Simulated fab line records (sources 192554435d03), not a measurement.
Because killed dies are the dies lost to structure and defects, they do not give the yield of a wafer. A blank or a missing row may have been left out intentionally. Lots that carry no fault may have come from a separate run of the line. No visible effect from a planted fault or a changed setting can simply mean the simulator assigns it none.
What tool caused it? | flow n5_finfet | 24 lots with 72 wafers sampled at 6 steps, on a route of 1938 steps

WHAT THE GAUGES READ, wafer by wafer
N5_DUMMY_GATE_THK_MEAS_05. Usual: 71.8 nm for thk_nm, sd 1.6.
lot  | measured    | on            | thk_nm (nm)    | flag
L074 | day 2 21:49 | film_metro-02 | 69.8 71.4 69.2 |
L075 | day 2 22:47 | film_metro-01 | 72.2 72.6 73.9 |
L076 | day 3 13:59 | film_metro-02 | 71.2 67.5 70.5 |
L077 | day 3 14:01 | film_metro-01 | 71.9 70.0 72.6 |
L078 | day 3 19:08 | film_metro-01 | 71.3 70.1 72.3 |
L079 | day 4 00:46 | film_metro-01 | 72.5 73.0 72.2 |
L080 | day 4 05:43 | film_metro-02 | 70.8 72.1 71.0 |
L081 | day 4 10:46 | film_metro-01 | 71.8 73.7 73.1 |
L082 | day 4 16:22 | film_metro-02 | 68.7 72.5 71.8 |
L083 | day 5 01:34 | film_metro-02 | 72.0 69.7 72.3 |
L084 | day 5 07:55 | film_metro-01 | 70.5 72.3 71.2 |
L085 | day 5 16:39 | film_metro-02 | 71.9 71.5 72.1 |
L086 | day 5 21:28 | film_metro-01 | 72.9 72.6 70.4 |
L087 | day 6 00:34 | film_metro-01 | 73.6 73.2 72.2 |
L088 | day 6 06:02 | film_metro-01 | 72.1 71.7 70.0 |
L089 | day 6 12:49 | film_metro-01 | 69.8 73.5 72.2 |
L090 | day 6 16:27 | film_metro-01 | 72.9 69.2 71.3 |
L091 | day 6 22:51 | film_metro-01 | 71.4 73.1 74.1 |
L092 | day 7 05:33 | film_metro-01 | 71.1 72.4 73.5 |
L093 | day 7 11:58 | film_metro-01 | 73.1 73.6 71.4 |
L094 | day 7 19:02 | film_metro-02 | 70.7 69.9 69.1 |
L095 | day 8 01:53 | film_metro-01 | 73.1 70.3 73.3 |
L096 | day 8 04:50 | film_metro-02 | 71.4 71.4 73.6 |
L097 | day 8 12:01 | film_metro-01 | 73.5 70.9 74.2 |

N5_SD_EPI_P_OVL_MEAS_10. Usual: for SD_P_BLK_OVL the level is 0.2 nm and the standard deviation is 0.61.
lot  | measured    | on         | SD_P_BLK_OVL (nm) | flag
L074 | day 3 10:19 | overlay-02 | -0.2 0.7 -0.2     |
L075 | day 3 17:25 | overlay-02 | -0.2 -0.2 -0.1    |
L076 | day 4 01:15 | overlay-01 | 0.5 0.9 1.1       |
L077 | day 4 07:01 | overlay-01 | -0.6 0.2 0.9      |
L078 | day 4 09:04 | overlay-01 | 0.3 0.0 -0.3      |
L079 | day 4 12:49 | overlay-01 | -0.2 -0.3 -0.6    |
L080 | day 4 17:17 | overlay-02 | 0.9 -0.3 1.2      |
L081 | day 4 22:50 | overlay-02 | -0.3 -0.1 -0.4    |
L082 | day 5 04:58 | overlay-02 | -0.7 -0.2 -0.6    |
L083 | day 5 13:22 | overlay-02 | 1.1 1.2 0.5       |
L084 | day 5 19:59 | overlay-02 | 0.4 0.3 -0.1      |
L085 | day 6 05:18 | overlay-01 | -0.1 1.2 0.4      |
L086 | day 6 10:05 | overlay-02 | -0.4 -0.2 0.3     |
L087 | day 6 13:08 | overlay-01 | -0.2 -0.7 -0.4    |
L088 | day 6 19:14 | overlay-01 | 0.2 0.7 0.1       |
L089 | day 7 00:25 | overlay-02 | 0.4 0.7 -0.1      |
L090 | day 7 04:10 | overlay-02 | -0.6 -0.7 -0.4    |
L091 | day 7 09:50 | overlay-01 | -0.2 0.0 0.6      |
L092 | day 7 17:43 | overlay-01 | 0.3 -0.6 -0.2     |
L093 | day 8 00:19 | overlay-02 | 0.4 1.0 0.7       |
L094 | day 8 06:49 | overlay-01 | 0.5 -0.1 0.7      |
L095 | day 8 13:20 | overlay-01 | 0.4 1.1 0.4       |
L096 | day 8 18:41 | overlay-01 | 0.3 -0.3 -0.6     |
L097 | day 8 23:43 | overlay-02 | 0.6 1.3 0.4       |

TOOL THAT RAN EACH LOT (tool first, then ch and the chambers of the sampled wafers, then the start)
lot  | N5_FIN_SAQP_STRIP_77              | N5_FIN_SAQP_HM_CD_35   | N5_FIN_CUT_DESCUM_13              | N5_STI_FIN_REVEAL_STRIP_24
L074 | rie_diel-02 ch 0,1,2, day 2 02:46 | cd_sem-02, day 2 02:53 | rie_diel-04 ch 1,2, day 2 03:49   | rie_diel-02 ch 0,1,2, day 2 11:12
L075 | rie_diel-05 ch 2,3, day 2 07:29   | cd_sem-01, day 2 07:37 | rie_diel-01 ch 0,2,3, day 2 08:29 | rie_diel-06 ch 0,3, day 2 15:34
L076 | rie_diel-05 ch 2,3, day 2 13:58   | cd_sem-02, day 2 14:05 | rie_diel-04 ch 1,2,3, day 2 14:58 | rie_diel-05 ch 0,1,2, day 2 21:43
L077 | rie_diel-05 ch 0,1, day 2 20:28   | cd_sem-02, day 2 20:35 | rie_diel-04 ch 0,2, day 2 21:29   | rie_diel-05 ch 1,3, day 3 04:28
L078 | rie_diel-06 ch 0,1,3, day 3 02:20 | cd_sem-02, day 3 02:28 | rie_diel-04 ch 0,1,2, day 3 03:11 | rie_diel-05 ch 1,2, day 3 10:05
L079 | rie_diel-02 ch 0,1,2, day 3 08:14 | cd_sem-02, day 3 08:22 | rie_diel-04 ch 1,2,3, day 3 09:07 | rie_diel-02 ch 0,1,3, day 3 15:43
L080 | rie_diel-06 ch 0,1, day 3 14:36   | cd_sem-02, day 3 14:44 | rie_diel-04 ch 2,3, day 3 15:28   | rie_diel-05 ch 0,2, day 3 22:22
L081 | rie_diel-02 ch 0,2, day 3 19:40   | cd_sem-02, day 3 19:48 | rie_diel-03 ch 0,3, day 3 20:40   | rie_diel-05 ch 2,3, day 4 03:25
L082 | rie_diel-06 ch 0,1, day 4 01:33   | cd_sem-01, day 4 01:41 | rie_diel-03 ch 0,1, day 4 02:32   | rie_diel-05 ch 1,2, day 4 09:10
L083 | rie_diel-02 ch 1,2, day 4 08:17   | cd_sem-02, day 4 08:25 | rie_diel-03 ch 0,1,2, day 4 09:17 | rie_diel-02 ch 1,2, day 4 16:11
L084 | rie_diel-05 ch 1,2,3, day 4 14:03 | cd_sem-01, day 4 14:11 | rie_diel-04 ch 1,2,3, day 4 15:03 | rie_diel-06 ch 1,2,3, day 4 23:29
L085 | rie_diel-05 ch 0,3, day 5 01:08   | cd_sem-02, day 5 01:16 | rie_diel-03 ch 1,2, day 5 02:04   | rie_diel-02 ch 0,1,3, day 5 09:27
L086 | rie_diel-02 ch 0,1,2, day 5 04:09 | cd_sem-02, day 5 04:16 | rie_diel-04 ch 1,3, day 5 05:08   | rie_diel-02 ch 0,1,3, day 5 12:12
L087 | rie_diel-02 ch 0,2,3, day 5 07:44 | cd_sem-01, day 5 07:52 | rie_diel-01 ch 0,3, day 5 08:37   | rie_diel-02 ch 0,1,3, day 5 15:25
L088 | rie_diel-06 ch 1,3, day 5 13:17   | cd_sem-01, day 5 13:24 | rie_diel-01 ch 0,1,3, day 5 14:19 | rie_diel-02 ch 1,2,3, day 5 20:56
L089 | rie_diel-06 ch 2,3, day 5 20:13   | cd_sem-02, day 5 20:20 | rie_diel-04 ch 0,2,3, day 5 21:13 | rie_diel-02 ch 1,2, day 6 03:49
L090 | rie_diel-06 ch 0,2,3, day 6 01:31 | cd_sem-02, day 6 01:38 | rie_diel-03 ch 0,1,2, day 6 02:34 | rie_diel-06 ch 2,3, day 6 09:11
L091 | rie_diel-05 ch 0,1,2, day 6 08:02 | cd_sem-01, day 6 08:10 | rie_diel-04 ch 0,1,3, day 6 08:56 | rie_diel-05 ch 0,1,3, day 6 15:33
L092 | rie_diel-06 ch 0,3, day 6 14:22   | cd_sem-01, day 6 14:29 | rie_diel-04 ch 1,2,3, day 6 15:22 | rie_diel-05 ch 0,1, day 6 22:16
L093 | rie_diel-06 ch 0,1, day 6 20:44   | cd_sem-01, day 6 20:51 | rie_diel-04 ch 1,2, day 6 21:43   | rie_diel-02 ch 0,2,3, day 7 04:44
L094 | rie_diel-06 ch 1,3, day 7 03:20   | cd_sem-01, day 7 03:28 | rie_diel-01 ch 0,1,2, day 7 04:12 | rie_diel-06 ch 1,3, day 7 11:08
L095 | rie_diel-05 ch 0,1,3, day 7 07:55 | cd_sem-01, day 7 08:02 | rie_diel-04 ch 1,2,3, day 7 08:47 | rie_diel-05 ch 1,2,3, day 7 17:17
L096 | rie_diel-02 ch 1,3, day 7 13:34   | cd_sem-01, day 7 13:41 | rie_diel-04 ch 2,3, day 7 14:34   | rie_diel-02 ch 0,2, day 7 21:31
L097 | rie_diel-06 ch 2,3, day 7 21:10   | cd_sem-01, day 7 21:17 | rie_diel-04 ch 2,3, day 7 22:12   | rie_diel-05 ch 0,1,3, day 8 04:51
- N5_FIN_SAQP_STRIP_77: strips in N2/H2, time 90 s.
- N5_FIN_SAQP_HM_CD_35: target cd 8 nm.
- N5_FIN_CUT_DESCUM_13: chemistry O2, time 7 s.
- N5_STI_FIN_REVEAL_STRIP_24: strips in N2/H2, time 90 s.

WHAT THE TOOLS THEMSELVES READ (means of the sampled wafers that have a number; where no wafer has one, the mark that the record gives instead)
N5_FIN_SAQP_STRIP_77. Usual: value, then standard deviation, for each; drypump_motor_current_A 5.6 A / 0.53; h2_flow_sccm 300.1 sccm / 1; oes_product_au 0.79 a.u. / 0.088; rf_vpp_V 45.5 V / 0.83; showerhead_plenum_p_Torr 3.42 Torr / 0.086; temp_c 39.99 C / 0.11; throttle_valve_pct 12.2 % / 0.32.
lot  | tool        | drypump_motor_current_A (A) | h2_flow_sccm (sccm) | oes_product_au (a.u.) | rf_vpp_V (V) | showerhead_plenum_p_Torr (Torr) | temp_c (C) | throttle_valve_pct (%) | flag
L074 | rie_diel-02 | 5.7                         | 300.5               | 0.78                  | 45.4         | 3.49                            | 40.01      | 12.5                   |
L075 | rie_diel-05 | 5.7                         | 298.8               | 0.80                  | 44.9         | 3.42                            | 39.97      | 12.0                   |
L076 | rie_diel-05 | 5.7                         | 300.4               | 0.79                  | 45.3         | 3.42                            | 40.06      | 12.0                   |
L077 | rie_diel-05 | 5.4                         | 299.3               | 0.78                  | 44.5         | 3.34                            | 39.99      | 12.0                   |
L078 | rie_diel-06 | 5.5                         | 300.3               | 0.80                  | 46.0         | 3.43                            | 39.87      | 12.1                   |
L079 | rie_diel-02 | 5.7                         | 300.2               | 0.75                  | 45.8         | 3.49                            | 39.90      | 12.5                   |
L080 | rie_diel-06 | 6.1                         | 299.0               | 0.87                  | 44.9         | 3.48                            | 40.09      | 12.0                   |
L081 | rie_diel-02 | 5.5                         | 300.2               | 0.73                  | 45.8         | 3.53                            | 39.87      | 12.6                   |
L082 | rie_diel-06 | 6.1                         | 299.3               | 0.86                  | 45.9         | 3.47                            | 39.95      | 12.0                   |
L083 | rie_diel-02 | 5.3                         | 300.4               | 0.75                  | 45.6         | 3.50                            | 39.89      | 12.5                   |
L084 | rie_diel-05 | 5.5                         | 300.0               | 0.78                  | 45.1         | 3.38                            | 39.94      | 12.0                   |
L085 | rie_diel-05 | 5.8                         | 299.8               | 0.75                  | 46.1         | 3.39                            | 40.00      | 12.1                   |
L086 | rie_diel-02 | 5.7                         | 300.8               | 0.75                  | 45.5         | 3.48                            | 40.07      | 12.6                   |
L087 | rie_diel-02 | 5.5                         | 299.4               | 0.71                  | 45.4         | 3.50                            | 39.98      | 12.6                   |
L088 | rie_diel-06 | 5.9                         | 298.9               | 0.91                  | 46.7         | 3.41                            | 40.04      | 11.7                   |
L089 | rie_diel-06 | 5.0                         | 299.5               | 0.86                  | 46.1         | 3.36                            | 39.87      | 11.9                   |
L090 | rie_diel-06 | 5.2                         | 300.0               | 0.80                  | 45.6         | 3.42                            | 39.94      | 12.2                   |
L091 | rie_diel-05 | 5.7                         | 299.7               | 0.81                  | 45.1         | 3.30                            | 40.07      | 11.9                   |
L092 | rie_diel-06 | 5.0                         | 300.7               | 0.89                  | 44.9         | 3.38                            | 39.95      | 11.9                   |
L093 | rie_diel-06 | 6.0                         | 299.3               | 0.82                  | 45.5         | 3.46                            | 39.95      | 12.0                   |
L094 | rie_diel-06 | 5.4                         | 300.3               | 0.90                  | 46.5         | 3.36                            | 40.20      | 11.8                   |
L095 | rie_diel-05 | 5.6                         | 300.5               | 0.74                  | 45.4         | 3.35                            | 39.96      | 12.1                   |
L096 | rie_diel-02 | 5.6                         | 299.7               | 0.73                  | 45.8         | 3.42                            | 39.91      | 12.5                   |
L097 | rie_diel-06 | 5.2                         | 300.6               | 0.97                  | 45.1         | 3.40                            | 39.91      | 11.8                   |

N5_FIN_SAQP_HM_CD_35. Usual: 8.18 nm for cd_nm, sd 0.25.
lot  | tool      | cd_nm (nm) | flag
L074 | cd_sem-02 | 8.19       |
L075 | cd_sem-01 | 8.12       |
L076 | cd_sem-02 | 8.04       |
L077 | cd_sem-02 | 8.05       |
L078 | cd_sem-02 | 8.32       |
L079 | cd_sem-02 | 8.43       |
L080 | cd_sem-02 | 8.17       |
L081 | cd_sem-02 | 8.01       |
L082 | cd_sem-01 | 8.08       |
L083 | cd_sem-02 | 8.32       |
L084 | cd_sem-01 | 8.20       |
L085 | cd_sem-02 | 8.15       |
L086 | cd_sem-02 | 8.09       |
L087 | cd_sem-01 | 8.14       |
L088 | cd_sem-01 | 8.18       |
L089 | cd_sem-02 | 8.29       |
L090 | cd_sem-02 | 8.37       |
L091 | cd_sem-01 | 8.19       |
L092 | cd_sem-01 | 8.27       |
L093 | cd_sem-01 | 8.09       |
L094 | cd_sem-01 | 8.25       |
L095 | cd_sem-01 | 7.79       |
L096 | cd_sem-01 | 8.02       |
L097 | cd_sem-01 | 8.31       |

N5_FIN_CUT_DESCUM_13. Usual: drypump_motor_current_A 5.5 A, standard deviation 0.57; oes_product_au 0.78 a.u., standard deviation 0.073; rf_vpp_V 242.7 V, standard deviation 1.3; showerhead_plenum_p_Torr 2.06 Torr, standard deviation 0.058; temp_c 40.00 C, standard deviation 0.12; throttle_valve_pct 20.46 %, standard deviation 0.15.
lot  | tool        | drypump_motor_current_A (A) | oes_product_au (a.u.) | rf_vpp_V (V) | showerhead_plenum_p_Torr (Torr) | temp_c (C) | throttle_valve_pct (%) | flag
L074 | rie_diel-04 | 5.3                         | 0.81                  | 242.9        | 2.08                            | 39.97      | 20.42                  |
L075 | rie_diel-01 | 5.5                         | 0.69                  | 243.2        | 2.08                            | 40.05      | 20.58                  |
L076 | rie_diel-04 | 5.6                         | 0.79                  | 243.4        | 2.07                            | 39.97      | 20.42                  |
L077 | rie_diel-04 | 5.1                         | 0.71                  | 242.8        | 2.07                            | 39.97      | 20.41                  |
L078 | rie_diel-04 | 5.2                         | 0.75                  | 242.9        | 2.07                            | 40.00      | 20.41                  |
L079 | rie_diel-04 | 5.6                         | 0.79                  | 242.9        | 2.06                            | 39.91      | 20.43                  |
L080 | rie_diel-04 | 5.3                         | 0.75                  | 242.2        | 2.02                            | 40.00      | 20.38                  |
L081 | rie_diel-03 | 5.8                         | 0.83                  | 242.7        | 2.02                            | 40.14      | 20.40                  |
L082 | rie_diel-03 | 5.2                         | 0.72                  | 241.1        | 2.01                            | 39.93      | 20.52                  |
L083 | rie_diel-03 | 5.2                         | 0.77                  | 242.0        | 2.06                            | 39.91      | 20.47                  |
L084 | rie_diel-04 | 5.6                         | 0.77                  | 242.5        | 2.06                            | 40.04      | 20.44                  |
L085 | rie_diel-03 | 5.2                         | 0.81                  | 243.7        | 2.11                            | 40.00      | 20.44                  |
L086 | rie_diel-04 | 5.9                         | 0.81                  | 242.9        | 2.10                            | 40.08      | 20.49                  |
L087 | rie_diel-01 | 5.5                         | 0.68                  | 243.1        | 2.11                            | 40.00      | 20.57                  |
L088 | rie_diel-01 | 5.3                         | 0.71                  | 242.9        | 2.05                            | 39.93      | 20.66                  |
L089 | rie_diel-04 | 5.5                         | 0.83                  | 243.5        | 2.06                            | 40.02      | 20.36                  |
L090 | rie_diel-03 | 5.2                         | 0.85                  | 244.2        | 2.14                            | 40.03      | 20.39                  |
L091 | rie_diel-04 | 5.8                         | 0.85                  | 243.9        | 2.10                            | 39.98      | 20.41                  |
L092 | rie_diel-04 | 5.6                         | 0.77                  | 242.2        | 2.06                            | 39.89      | 20.45                  |
L093 | rie_diel-04 | 5.4                         | 0.78                  | 243.5        | 2.07                            | 40.04      | 20.47                  |
L094 | rie_diel-01 | 5.3                         | 0.80                  | 242.5        | 2.00                            | 40.02      | 20.61                  |
L095 | rie_diel-04 | 5.6                         | 0.76                  | 242.2        | 2.06                            | 39.90      | 20.46                  |
L096 | rie_diel-04 | 5.3                         | 0.73                  | 241.5        | 2.02                            | 39.94      | 20.43                  |
L097 | rie_diel-04 | 5.8                         | 0.74                  | 242.4        | 2.04                            | 39.86      | 20.45                  |

N5_STI_FIN_REVEAL_STRIP_24. Usual: value, then standard deviation, for each; drypump_motor_current_A 5.6 A / 0.51; h2_flow_sccm 300.0 sccm / 0.91; oes_product_au 0.77 a.u. / 0.076; rf_vpp_V 45.3 V / 0.87; showerhead_plenum_p_Torr 3.41 Torr / 0.092; temp_c 39.99 C / 0.11; throttle_valve_pct 12.2 % / 0.31.
lot  | tool        | drypump_motor_current_A (A) | h2_flow_sccm (sccm) | oes_product_au (a.u.) | rf_vpp_V (V) | showerhead_plenum_p_Torr (Torr) | temp_c (C) | throttle_valve_pct (%) | flag
L074 | rie_diel-02 | 5.7                         | 299.5               | 0.76                  | 45.6         | 3.49                            | 39.97      | 12.5                   |
L075 | rie_diel-06 | 5.1                         | 300.2               | 0.76                  | 44.0         | 3.45                            | 40.02      | 12.3                   |
L076 | rie_diel-05 | 5.7                         | 299.7               | 0.84                  | 44.5         | 3.32                            | 39.94      | 11.9                   |
L077 | rie_diel-05 | 5.4                         | 301.2               | 0.73                  | 45.8         | 3.45                            | 39.85      | 12.2                   |
L078 | rie_diel-05 | 5.3                         | 299.6               | 0.81                  | 45.3         | 3.36                            | 39.93      | 12.0                   |
L079 | rie_diel-02 | 5.7                         | 300.4               | 0.74                  | 45.4         | 3.46                            | 40.06      | 12.5                   |
L080 | rie_diel-05 | 6.2                         | 300.4               | 0.86                  | 45.2         | 3.26                            | 40.07      | 11.8                   |
L081 | rie_diel-05 | 5.8                         | 299.6               | 0.84                  | 45.3         | 3.36                            | 39.97      | 11.9                   |
L082 | rie_diel-05 | 5.3                         | 301.1               | 0.79                  | 45.1         | 3.35                            | 39.95      | 12.0                   |
L083 | rie_diel-02 | 5.5                         | 299.3               | 0.77                  | 45.5         | 3.46                            | 40.03      | 12.5                   |
L084 | rie_diel-06 | 5.6                         | 299.1               | 0.86                  | 45.5         | 3.41                            | 39.95      | 11.9                   |
L085 | rie_diel-02 | 5.8                         | 300.3               | 0.73                  | 45.0         | 3.46                            | 39.95      | 12.6                   |
L086 | rie_diel-02 | 5.8                         | 300.0               | 0.73                  | 45.4         | 3.45                            | 39.95      | 12.6                   |
L087 | rie_diel-02 | 5.8                         | 300.0               | 0.73                  | 45.3         | 3.45                            | 39.96      | 12.6                   |
L088 | rie_diel-02 | 5.4                         | 299.6               | 0.73                  | 44.9         | 3.47                            | 40.01      | 12.6                   |
L089 | rie_diel-02 | 5.3                         | 300.2               | 0.73                  | 46.5         | 3.49                            | 39.97      | 12.6                   |
L090 | rie_diel-06 | 5.2                         | 300.1               | 0.78                  | 45.3         | 3.40                            | 40.06      | 12.2                   |
L091 | rie_diel-05 | 5.6                         | 299.8               | 0.75                  | 45.5         | 3.35                            | 39.92      | 12.1                   |
L092 | rie_diel-05 | 5.4                         | 300.7               | 0.75                  | 44.3         | 3.32                            | 39.92      | 12.1                   |
L093 | rie_diel-02 | 5.5                         | 299.2               | 0.69                  | 45.6         | 3.49                            | 39.90      | 12.6                   |
L094 | rie_diel-06 | 5.4                         | 300.7               | 0.90                  | 45.4         | 3.36                            | 40.02      | 11.8                   |
L095 | rie_diel-05 | 5.5                         | 299.8               | 0.76                  | 45.0         | 3.37                            | 39.99      | 12.1                   |
L096 | rie_diel-02 | 5.8                         | 300.6               | 0.69                  | 46.3         | 3.50                            | 40.03      | 12.6                   |
L097 | rie_diel-05 | 5.6                         | 299.9               | 0.73                  | 45.7         | 3.35                            | 40.20      | 12.2                   |

THE ANSWER, worked out from the rows above alone
Rule: a lot is off if the mean of its wafers that have a number lies more than 3 standard deviations from the usual mean. Also off: a lot with no number at a reading for which 4 or more lots have one. All remaining lots with rows at the step are treated as sound. The gauges are gone through in route order, then the tools' own readings, and for those a lot's mean is taken as printed above. The first step at which some lot is off is used, and at that step the reading that is off furthest; a lot without a number counts as furthest.
No lot is off on any of the readings shown, so nothing can be concluded from this.

WHAT THE SIMULATOR PUT IN
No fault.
